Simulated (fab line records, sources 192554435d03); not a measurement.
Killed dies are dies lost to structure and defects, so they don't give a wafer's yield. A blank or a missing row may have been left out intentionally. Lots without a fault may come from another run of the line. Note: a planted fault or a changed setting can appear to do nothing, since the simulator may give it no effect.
Chamber matching + flow n5 finfet + N5_BEOL_M0_ALD_136 on ald metal-01 has 4 sister chambers
The step deposits TaN, pulse time 2 s, purge time 3 s, co reactant purge time 2 s. 4 wafers are shown with their chamber, then 9 later ones without.

== WAFERS, EACH WITH ITS CHAMBER ==
| wafer  | chamber | heater power w (W) |
|--------|---------|--------------------|
| L083.4 | 0       | 445                |
| L086.1 | 2       | 440                |
| L088.2 | 3       | 447                |
| L088.5 | 1       | 468                |

== WAFERS MISSING THEIR CHAMBER ==
| wafer  | heater power w (W) |
|--------|--------------------|
| L089.1 | 454                |
| L089.4 | 467                |
| L089.5 | 429                |
| L092.2 | 470                |
| L092.4 | 436                |
| L092.5 | 435                |
| L097.3 | 445                |
| L097.5 | 451                |
| L097.6 | 454                |

== WHICH CHAMBER EACH WENT THROUGH ==
| wafer  | from the rows above               | in truth |
|--------|-----------------------------------|----------|
| L089.1 | can't be placed: 3 or 0 or 1 or 2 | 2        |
| L089.4 | 1                                 | 1        |
| L089.5 | can't be placed: 2 or 0 or 3      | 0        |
| L092.2 | 1                                 | 1        |
| L092.4 | can't be placed: 2 or 0 or 3      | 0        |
| L092.5 | can't be placed: 2 or 0 or 3      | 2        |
| L097.3 | can't be placed: 0 or 3 or 2      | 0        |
| L097.5 | can't be placed: 3 or 0 or 2      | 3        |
| L097.6 | can't be placed: 3 or 0 or 1 or 2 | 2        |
2 of 9 placed correctly. Can't be placed from these rows: 7 (the true chamber is among the candidates in 7). Wrongly placed: 0.
How it was worked out, from the rows above alone: a wafer's distance from a chamber is the root of the sum, over the readings, of the square of ((its reading less the chamber's mean) divided by the reading's scatter). If the next closest chamber is less than 2 further off than the closest, the wafer can't be placed; otherwise it belongs to the closest. For every chamber, the mean is computed from those of its wafers that are shown. The scatter: with one shown wafer a chamber, the root of the mean of the squares of how far each hidden wafer lies from its nearest shown one.
